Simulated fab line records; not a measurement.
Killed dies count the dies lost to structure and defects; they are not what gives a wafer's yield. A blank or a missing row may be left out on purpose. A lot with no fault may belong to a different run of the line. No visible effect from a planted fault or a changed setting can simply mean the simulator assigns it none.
Chamber matching / flow nand harc / NHARC_P_ZERO_WELL_ETCH_65 on rie diel-01 has 4 sister chambers
The step etches the open film in N2/H2, target depth 80 nm, overetch 24 nm, time 87.88 s. 4 wafers are shown with their chamber, then 8 later ones without.

## WAFERS, EACH WITH ITS CHAMBER
wafer=L091.2; chamber=2; drypump motor current A (A)=5.88
wafer=L091.3; chamber=3; drypump motor current A (A)=5.15
wafer=L091.6; chamber=0; drypump motor current A (A)=5.62
wafer=L091.1; chamber=1; drypump motor current A (A)=5.82

## WAFERS WITH NO CHAMBER GIVEN
wafer=L091.4; drypump motor current A (A)=5.63
wafer=L091.5; drypump motor current A (A)=5.14
wafer=L092.2; drypump motor current A (A)=5.14
wafer=L092.3; drypump motor current A (A)=5.81
wafer=L092.6; drypump motor current A (A)=5.64
wafer=L093.2; drypump motor current A (A)=5.84
wafer=L093.5; drypump motor current A (A)=5.84
wafer=L093.6; drypump motor current A (A)=5.13

## THE CHAMBER EACH PASSED THROUGH
wafer=L091.4; from the rows above=0; in truth=0
wafer=L091.5; from the rows above=3; in truth=3
wafer=L092.2; from the rows above=3; in truth=3
wafer=L092.3; from the rows above=1; in truth=1
wafer=L092.6; from the rows above=0; in truth=0
wafer=L093.2; from the rows above=can't be placed: 1 or 2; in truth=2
wafer=L093.5; from the rows above=can't be placed: 1 or 2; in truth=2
wafer=L093.6; from the rows above=3; in truth=3
Correctly placed: 6 of 8. From these rows, 2 cannot be placed; in 2 the true chamber is one of the candidates. Placed wrongly: 0.
How it was worked out, from the rows above alone: a wafer's distance from a chamber is the root of the sum, over the readings, of the square of ((its reading less the chamber's mean) divided by the reading's scatter). If the next closest chamber is less than 2 further off than the closest, the wafer can't be placed; otherwise it belongs to the closest. The mean given for a chamber averages the wafers shown for that chamber. The scatter (one wafer shown for each chamber): square how far every hidden wafer sits from the nearest shown wafer, average those squares and take the square root.
